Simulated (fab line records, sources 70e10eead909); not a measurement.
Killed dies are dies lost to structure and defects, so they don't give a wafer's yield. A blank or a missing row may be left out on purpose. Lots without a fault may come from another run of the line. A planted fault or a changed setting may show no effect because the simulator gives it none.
Which tool did it? | flow nand_harc | 13 lots, 39 wafers sampled, at 5 steps of a route of 1159

WHAT THE GAUGES READ, wafer by wafer
NHARC_END_SORT_01. Usual: killed_at_array 26, standard deviation 9; killed_at_other 0.8, standard deviation 1.2; killed_at_periphery 3.2, standard deviation 2.3; killed_dies 30, standard deviation 9.1; killed_open 3.5, standard deviation 2; killed_short 1.8, standard deviation 1.4.
lot  | measured     | on        | killed_at_array | killed_at_other | killed_at_periphery | killed_dies | killed_open | killed_short | flag
L693 | day 19 23:25 | prober-01 | 25 20 17        | 1 0 0           | 3 3 2               | 29 23 19    | 3 6 1       | 2 3 1        |
L699 | day 21 21:46 | prober-01 | 673 675 674     | 1 0 0           | 3 2 3               | 677 677 677 | 3 2 2       | 3 1 3        | OFF
L703 | day 22 11:40 | prober-01 | 676 676 677     | 0 0 0           | 1 1 0               | 677 677 677 | 3 2 2       | 1 2 1        | OFF

WHICH TOOL RAN EACH LOT (tool, then ch and the chambers of the sampled wafers, then the start)
lot  | NHARC_A_CONTACT_ETCH_113             | NHARC_A_CONTACT_ETCH_115             | NHARC_A_CONTACT_ETCH_121             | NHARC_A_CONTACT_ETCH_123
L691 | har_cap_etch-02 ch 0,1, day 16 10:47 | har_cap_etch-02 ch 0,1, day 16 10:58 | har_cap_etch-02 ch 0,1, day 16 11:31 | har_cap_etch-02 ch 0,1, day 16 11:41
L690 | har_cap_etch-01 ch 0,1, day 16 10:50 | har_cap_etch-01 ch 0,1, day 16 11:01 | har_cap_etch-01 ch 0,1, day 16 11:34 | har_cap_etch-01 ch 0,1, day 16 11:45
L693 | har_cap_etch-01 ch 0,1, day 16 15:21 | har_cap_etch-01 ch 0,1, day 16 15:32 | har_cap_etch-01 ch 0,1, day 16 16:05 | har_cap_etch-01 ch 0,1, day 16 16:16
L692 | har_cap_etch-03 ch 0,1, day 16 15:34 | har_cap_etch-03 ch 0,1, day 16 15:45 | har_cap_etch-03 ch 0,1, day 16 16:18 | har_cap_etch-03 ch 0,1, day 16 16:31
L696 | har_cap_etch-03 ch 0,1, day 17 17:53 | har_cap_etch-03 ch 0,1, day 17 18:04 | har_cap_etch-03 ch 0,1, day 17 18:37 | har_cap_etch-03 ch 0,1, day 17 18:50
L695 | har_cap_etch-02 ch 0,1, day 17 20:15 | har_cap_etch-02 ch 0,1, day 17 20:26 | har_cap_etch-02 ch 0,1, day 17 20:59 | har_cap_etch-02 ch 0,1, day 17 21:10
L699 | har_cap_etch-01 ch 0,1, day 19 05:34 | har_cap_etch-01 ch 0,1, day 19 05:46 | har_cap_etch-01 ch 0,1, day 19 06:18 | har_cap_etch-01 ch 0,1, day 19 06:29
L703 | har_cap_etch-01 ch 0,1, day 19 12:10 | har_cap_etch-01 ch 0,1, day 19 12:22 | har_cap_etch-01 ch 0,1, day 19 12:54 | har_cap_etch-01 ch 0,1, day 19 13:10
L709 | har_cap_etch-01 ch 0,1, day 21 02:08 | har_cap_etch-01 ch 0,1, day 21 02:23 | har_cap_etch-01 ch 0,1, day 21 03:07 | har_cap_etch-01 ch 0,1, day 21 03:24
L710 | har_cap_etch-01 ch 0,1, day 21 13:20 | har_cap_etch-01 ch 0,1, day 21 13:31 | har_cap_etch-01 ch 0,1, day 21 14:03 | har_cap_etch-01 ch 0,1, day 21 14:17
L712 | har_cap_etch-02 ch 0,1, day 21 19:00 | har_cap_etch-02 ch 0,1, day 21 19:11 | har_cap_etch-02 ch 0,1, day 21 19:43 | har_cap_etch-02 ch 0,1, day 21 19:55
L711 | har_cap_etch-03 ch 0,1, day 22 01:21 | har_cap_etch-03 ch 0,1, day 22 01:32 | har_cap_etch-03 ch 0,1, day 22 02:05 | har_cap_etch-03 ch 0,1, day 22 02:16
L713 | har_cap_etch-01 ch 0,1, day 22 22:26 | har_cap_etch-01 ch 0,1, day 22 22:37 | har_cap_etch-01 ch 0,1, day 22 23:09 | har_cap_etch-01 ch 0,1, day 22 23:20
- NHARC_A_CONTACT_ETCH_113: etches the open film in C4F8/O2/Ar, time 94 s, target depth 922 nm.
- NHARC_A_CONTACT_ETCH_115: etches the open film in C4F8/O2/Ar, time 94 s, target depth 922 nm.
- NHARC_A_CONTACT_ETCH_121: etches the open film in C4F8/O2/Ar, time 94 s, target depth 922 nm.
- NHARC_A_CONTACT_ETCH_123: etches the open film in C4F8/O2/Ar, time 253 s, target depth 1090 nm.

WHAT THE TOOLS THEMSELVES READ (means of the sampled wafers that have a number; where no wafer has one, the mark that the record gives instead)
NHARC_A_CONTACT_ETCH_113. Usual: chamber_pressure_mTorr 20.003 mTorr, standard deviation 0.017; oes_air_line_au 0.999 a.u., standard deviation 0.02.
lot  | tool            | chamber_pressure_mTorr (mTorr) | oes_air_line_au (a.u.) | flag
L691 | har_cap_etch-02 | 20.004                         | 0.994                  |
L690 | har_cap_etch-01 | 19.995                         | 0.998                  |
L693 | har_cap_etch-01 | 20.010                         | 0.996                  |
L692 | har_cap_etch-03 | 19.976                         | 0.985                  |
L696 | har_cap_etch-03 | 19.999                         | 0.971                  |
L695 | har_cap_etch-02 | 20.004                         | 1.001                  |
L699 | har_cap_etch-01 | 20.009                         | 1.009                  |
L703 | har_cap_etch-01 | 20.022                         | 1.009                  |
L709 | har_cap_etch-01 | 19.982                         | 1.009                  |
L710 | har_cap_etch-01 | 20.014                         | 0.987                  |
L712 | har_cap_etch-02 | 19.998                         | 1.000                  |
L711 | har_cap_etch-03 | 20.020                         | 0.993                  |
L713 | har_cap_etch-01 | 20.007                         | 0.983                  |

NHARC_A_CONTACT_ETCH_115. Usual: chamber_pressure_mTorr 19.999 mTorr, standard deviation 0.02; oes_air_line_au 1.001 a.u., standard deviation 0.022.
lot  | tool            | chamber_pressure_mTorr (mTorr) | oes_air_line_au (a.u.) | flag
L691 | har_cap_etch-02 | 19.989                         | 1.003                  |
L690 | har_cap_etch-01 | 20.018                         | 1.023                  |
L693 | har_cap_etch-01 | 20.020                         | 0.990                  |
L692 | har_cap_etch-03 | 19.998                         | 0.990                  |
L696 | har_cap_etch-03 | 19.984                         | 1.018                  |
L695 | har_cap_etch-02 | 19.993                         | 1.009                  |
L699 | har_cap_etch-01 | 19.990                         | 0.992                  |
L703 | har_cap_etch-01 | 20.008                         | 1.011                  |
L709 | har_cap_etch-01 | 19.996                         | 1.037                  |
L710 | har_cap_etch-01 | 19.980                         | 0.998                  |
L712 | har_cap_etch-02 | 19.999                         | 1.005                  |
L711 | har_cap_etch-03 | 20.010                         | 1.021                  |
L713 | har_cap_etch-01 | 20.020                         | 1.008                  |

NHARC_A_CONTACT_ETCH_121. Usual: chamber_pressure_mTorr 19.999 mTorr, standard deviation 0.019; oes_air_line_au 1.000 a.u., standard deviation 0.02.
lot  | tool            | chamber_pressure_mTorr (mTorr) | oes_air_line_au (a.u.) | flag
L691 | har_cap_etch-02 | 19.991                         | 0.991                  |
L690 | har_cap_etch-01 | 20.001                         | 1.009                  |
L693 | har_cap_etch-01 | 19.997                         | 1.023                  |
L692 | har_cap_etch-03 | 20.009                         | 0.998                  |
L696 | har_cap_etch-03 | 19.992                         | 0.974                  |
L695 | har_cap_etch-02 | 19.999                         | 1.015                  |
L699 | har_cap_etch-01 | -                              | -                      | OFF
L703 | har_cap_etch-01 | -                              | -                      | OFF
L709 | har_cap_etch-01 | 20.011                         | 0.998                  |
L710 | har_cap_etch-01 | 20.005                         | 0.988                  |
L712 | har_cap_etch-02 | 20.020                         | 1.003                  |
L711 | har_cap_etch-03 | 20.000                         | 1.006                  |
L713 | har_cap_etch-01 | 20.004                         | 0.993                  |

NHARC_A_CONTACT_ETCH_123. Usual: chamber_pressure_mTorr 20.001 mTorr, standard deviation 0.018; oes_air_line_au 1.008 a.u., standard deviation 0.02.
lot  | tool            | chamber_pressure_mTorr (mTorr) | oes_air_line_au (a.u.) | flag
L691 | har_cap_etch-02 | 20.000                         | 1.037                  |
L690 | har_cap_etch-01 | 19.993                         | 0.999                  |
L693 | har_cap_etch-01 | 19.979                         | 1.018                  |
L692 | har_cap_etch-03 | 19.995                         | 1.002                  |
L696 | har_cap_etch-03 | 19.987                         | 0.993                  |
L695 | har_cap_etch-02 | 20.002                         | 1.003                  |
L699 | har_cap_etch-01 | 19.977                         | 0.991                  |
L703 | har_cap_etch-01 | 20.011                         | 1.009                  |
L709 | har_cap_etch-01 | 20.004                         | 1.036                  |
L710 | har_cap_etch-01 | 20.003                         | 1.009                  |
L712 | har_cap_etch-02 | 20.013                         | 1.014                  |
L711 | har_cap_etch-03 | 19.998                         | 0.989                  |
L713 | har_cap_etch-01 | 19.987                         | 1.021                  |

THE ANSWER, worked out from the rows above alone
Rule: a lot is off if the mean of its wafers that have a number lies more than 3 standard deviations from the usual mean. A lot without any number at a reading at which 4 lots or more have one is off too. The other lots that the step has rows for count as sound. The gauges are gone through in route order, then the tools' own readings, and for those a lot's mean is taken as printed above. The first step at which some lot is off is used, and at that step the reading that is off furthest; a lot without a number counts as furthest.
Off: L699, L703, at NHARC_END_SORT_01 (killed_at_array). Neither off nor sound, because the step has no rows for them: L691, L690, L692, L696, L695, L709, L710, L712, L711, L713.
A tool fits if, at a process step before that reading, it ran every lot that is off, and no sound lot after the first of them. The gauges at NHARC_END_SORT_01 aren't tried: what is off there is off at NHARC_A_CONTACT_ETCH_121 too, on other tools, and a gauge's error can't cause that. One fits: har_cap_etch-01 at NHARC_A_CONTACT_ETCH_113 and NHARC_A_CONTACT_ETCH_115 and NHARC_A_CONTACT_ETCH_121 and NHARC_A_CONTACT_ETCH_123. At NHARC_A_CONTACT_ETCH_113 its last sound lot is L693 (day 16 15:21), its first lot that is off L699 (day 19 05:34): a fault that began between those two fits.

WHAT THE SIMULATOR HAD PUT IN
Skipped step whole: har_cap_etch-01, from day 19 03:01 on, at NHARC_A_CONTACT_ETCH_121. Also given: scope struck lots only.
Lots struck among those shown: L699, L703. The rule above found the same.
